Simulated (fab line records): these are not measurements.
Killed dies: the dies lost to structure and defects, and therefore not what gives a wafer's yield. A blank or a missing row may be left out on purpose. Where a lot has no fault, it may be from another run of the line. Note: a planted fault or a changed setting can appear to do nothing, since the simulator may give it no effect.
Which of the tools did it?    flow nand-harc    36 wafers from 12 lots sampled at 5 of the route's 1302 steps

== WHAT THE GAUGES SHOWED, per wafer ==
NHARC_A_CHANNEL_FILL_D1_THK_MEAS_06: measures by ellipsometry. Usual: thk-nm 4.9 nm, standard deviation 0.91.
lot   measured      on             thk-nm (nm)  flag
L868  day 10 10:42  film-metro-01  4.1 5.0 6.0  
L869  day 11 03:24  film-metro-01  4.3 4.7 3.0  
L870  day 11 14:06  film-metro-01  2.2 4.5 6.4  
L871  day 11 23:17  film-metro-01  6.2 6.0 3.2  
L873  day 12 22:17  film-metro-01  5.6 4.7 3.9  
L874  day 13 02:25  film-metro-02  4.8 5.0 4.1  
L875  day 13 17:20  film-metro-01  6.4 4.2 4.5  
L881  day 16 11:37  film-metro-02  6.9 3.5 4.3  
L883  day 17 02:42  film-metro-01  5.4 4.0 4.7  
L888  day 19 03:17  film-metro-01  4.7 4.5 5.9  
L890  day 20 03:09  film-metro-02  4.5 4.8 5.4  
L889  day 20 03:09  film-metro-01  5.1 4.1 4.9  

NHARC_END_SORT_01. Usual: killed-at-array 57, standard deviation 19; killed-at-other 0.9, standard deviation 1.1; killed-at-periphery 4.0, standard deviation 2.6; killed-dies 62, standard deviation 19; killed-open 3.3, standard deviation 1.8; killed-short 2.4, standard deviation 1.7.
lot   measured      on         killed-at-array  killed-at-other  killed-at-periphery  killed-dies  killed-open  killed-short  flag
L881  day 31 02:54  prober-01  105 108 117      3 0 4            5 2 1                113 110 122  4 5 1        0 2 1         
L883  day 32 08:36  prober-01  141 73 96        1 2 4            4 6 5                146 81 105   2 5 4        2 3 2         

== WHICH TOOL RAN EACH LOT (tool, then ch and the chambers of the sampled wafers, then the start) ==
lot   NHARC_A_CHANNEL_HOLE_D1_ETCH_24   NHARC_A_CHANNEL_HOLE_D1_ETCH_33   NHARC_A_CHANNEL_FILL_D1_ETCHBACK_20
L868  har-etch-01 ch 0,1, day 8 16:41   har-etch-01 ch 0,1, day 8 18:25   rie-diel-10 ch 2,3, day 9 22:44
L869  har-etch-01 ch 0,1, day 9 09:18   har-etch-01 ch 0,1, day 9 10:56   rie-diel-10 ch 1,3, day 10 15:41
L870  har-etch-01 ch 0,1, day 9 22:04   har-etch-01 ch 0,1, day 9 23:49   rie-diel-10 ch 2,3, day 11 02:18
L871  har-etch-02 ch 0,1, day 10 04:40  har-etch-02 ch 0,1, day 10 06:31  rie-diel-10 ch 1,3, day 11 11:34
L873  har-etch-02 ch 0,1, day 11 06:46  har-etch-02 ch 0,1, day 11 08:24  rie-diel-10 ch 0,1,3, day 12 10:30
L874  har-etch-01 ch 0,1, day 11 10:40  har-etch-01 ch 0,1, day 11 12:32  rie-diel-03 ch 0,1,3, day 12 14:36
L875  har-etch-01 ch 0,1, day 12 01:47  har-etch-01 ch 0,1, day 12 03:26  rie-diel-10 ch 1,2,3, day 13 05:28
L881  har-etch-01 ch 0,1, day 14 19:50  har-etch-01 ch 0,1, day 14 21:43  rie-diel-10 ch 1,2, day 15 23:41
L883  har-etch-02 ch 0,1, day 15 10:49  har-etch-02 ch 0,1, day 15 12:28  rie-diel-10 ch 0,2,3, day 16 14:40
L888  har-etch-01 ch 0, day 17 11:21    har-etch-01 ch 0, day 17 13:07    rie-diel-05 ch 1,3, day 18 15:34
L890  har-etch-02 ch 0,1, day 18 11:41  har-etch-02 ch 0,1, day 18 13:21  rie-diel-03 ch 1,3, day 19 15:28
L889  har-etch-01 ch 0,1, day 18 12:05  har-etch-01 ch 0,1, day 18 13:44  rie-diel-05 ch 0,1,2, day 19 15:28
- NHARC_A_CHANNEL_HOLE_D1_ETCH_24: etches the open film in C4F8/O2/Ar, time 906.2 s, target depth 1500 nm.
- NHARC_A_CHANNEL_HOLE_D1_ETCH_33: etches the open film in C4F8/O2/Ar, time 90 s, target depth 400 nm.
- NHARC_A_CHANNEL_FILL_D1_ETCHBACK_20: etches the open film in C4F8/O2/Ar, target depth 27 nm, time 13.5 s.

== WHAT THE TOOLS THEMSELVES READ (means of the sampled wafers that have a number; where no wafer has one, the mark that the record gives instead) ==
NHARC_A_CHANNEL_HOLE_D1_ETCH_24. Usual: chamber-pressure-mTorr 20.000 mTorr, standard deviation 0.018; drypump-motor-current-A 5.5 A, standard deviation 0.42; mfc-ar-sccm 375.1 sccm, standard deviation 1.3; showerhead-plenum-p-Torr 3.64 Torr, standard deviation 0.086; throttle-valve-pct 32.237 %, standard deviation 0.0092.
lot   tool         chamber-pressure-mTorr (mTorr)  drypump-motor-current-A (A)  mfc-ar-sccm (sccm)  showerhead-plenum-p-Torr (Torr)  throttle-valve-pct (%)  flag
L868  har-etch-01  19.990                          5.6                          375.0               3.66                             32.236                  
L869  har-etch-01  19.979                          5.2                          375.1               3.68                             32.232                  
L870  har-etch-01  19.977                          5.6                          374.4               3.65                             32.241                  
L871  har-etch-02  19.995                          5.5                          374.1               3.69                             32.229                  
L873  har-etch-02  20.009                          5.5                          376.5               3.68                             32.235                  
L874  har-etch-01  19.986                          5.2                          375.7               3.67                             32.244                  
L875  har-etch-01  19.983                          5.2                          375.7               3.66                             32.243                  
L881  har-etch-01  20.002                          5.6                          374.2               3.61                             32.241                  
L883  har-etch-02  20.017                          5.6                          375.0               3.59                             32.240                  
L888  har-etch-01  20.005                          4.8                          374.8               3.66                             32.241                  
L890  har-etch-02  20.000                          5.5                          375.8               3.77                             32.244                  
L889  har-etch-01  20.012                          5.6                          376.5               3.58                             32.235                  

NHARC_A_CHANNEL_HOLE_D1_ETCH_33. Usual: chamber-pressure-mTorr 25.004 mTorr, standard deviation 0.025; drypump-motor-current-A 5.5 A, standard deviation 0.43; mfc-ar-sccm 375.0 sccm, standard deviation 1; showerhead-plenum-p-Torr 3.69 Torr, standard deviation 0.089; throttle-valve-pct 27.620 %, standard deviation 0.0093.
lot   tool         chamber-pressure-mTorr (mTorr)  drypump-motor-current-A (A)  mfc-ar-sccm (sccm)  showerhead-plenum-p-Torr (Torr)  throttle-valve-pct (%)  flag
L868  har-etch-01  25.007                          5.6                          376.3               3.70                             27.616                  
L869  har-etch-01  24.996                          5.2                          375.2               3.73                             27.612                  
L870  har-etch-01  25.021                          5.6                          375.9               3.69                             27.625                  
L871  har-etch-02  25.016                          5.5                          376.2               3.73                             27.606                  
L873  har-etch-02  25.015                          5.5                          375.1               3.72                             27.611                  
L874  har-etch-01  25.020                          5.2                          373.7               3.71                             27.617                  
L875  har-etch-01  25.002                          5.2                          374.6               3.71                             27.622                  
L881  har-etch-01  25.009                          5.7                          374.9               3.65                             27.618                  
L883  har-etch-02  25.018                          5.5                          374.6               3.63                             27.629                  
L888  har-etch-01  24.992                          4.8                          375.3               3.70                             27.617                  
L890  har-etch-02  25.007                          5.5                          375.0               3.81                             27.608                  
L889  har-etch-01  25.004                          5.7                          375.3               3.62                             27.621                  

NHARC_A_CHANNEL_FILL_D1_ETCHBACK_20. Usual: chamber-pressure-mTorr 25.005 mTorr, standard deviation 0.024; oes-product-au 0.97 a.u., standard deviation 0.038; rf-vpp-V 977 V, standard deviation 4.9.
lot   tool         chamber-pressure-mTorr (mTorr)  oes-product-au (a.u.)  rf-vpp-V (V)  flag
L868  rie-diel-10  25.004                          0.92                   977           
L869  rie-diel-10  25.010                          0.92                   981           
L870  rie-diel-10  24.984                          0.93                   977           
L871  rie-diel-10  25.006                          1.01                   984           
L873  rie-diel-10  25.004                          1.02                   980           
L874  rie-diel-03  25.006                          0.94                   977           
L875  rie-diel-10  25.031                          1.00                   981           
L881  rie-diel-10  25.004                          0.92                   979           
L883  rie-diel-10  24.986                          0.97                   975           
L888  rie-diel-05  25.010                          1.00                   975           
L890  rie-diel-03  25.013                          0.92                   978           
L889  rie-diel-05  24.994                          0.99                   974           

== THE ANSWER, worked out from the rows above alone ==
Rule: take the mean of a lot's wafers that have a number; if it is more than 3 standard deviations from the usual mean, the lot is off. Also off: a lot with no number at a reading for which 4 or more lots have one. All remaining lots with rows at the step are treated as sound. After the gauges, taken in route order, come the tools' own readings; for these a lot's mean is taken, as printed above. At the first step where some lot is off, the reading lying furthest off is the one used; lots without a number count as furthest.
None of the lots is off at any reading shown; this tells nothing.

== WHAT THE SIMULATOR HAD INSERTED ==
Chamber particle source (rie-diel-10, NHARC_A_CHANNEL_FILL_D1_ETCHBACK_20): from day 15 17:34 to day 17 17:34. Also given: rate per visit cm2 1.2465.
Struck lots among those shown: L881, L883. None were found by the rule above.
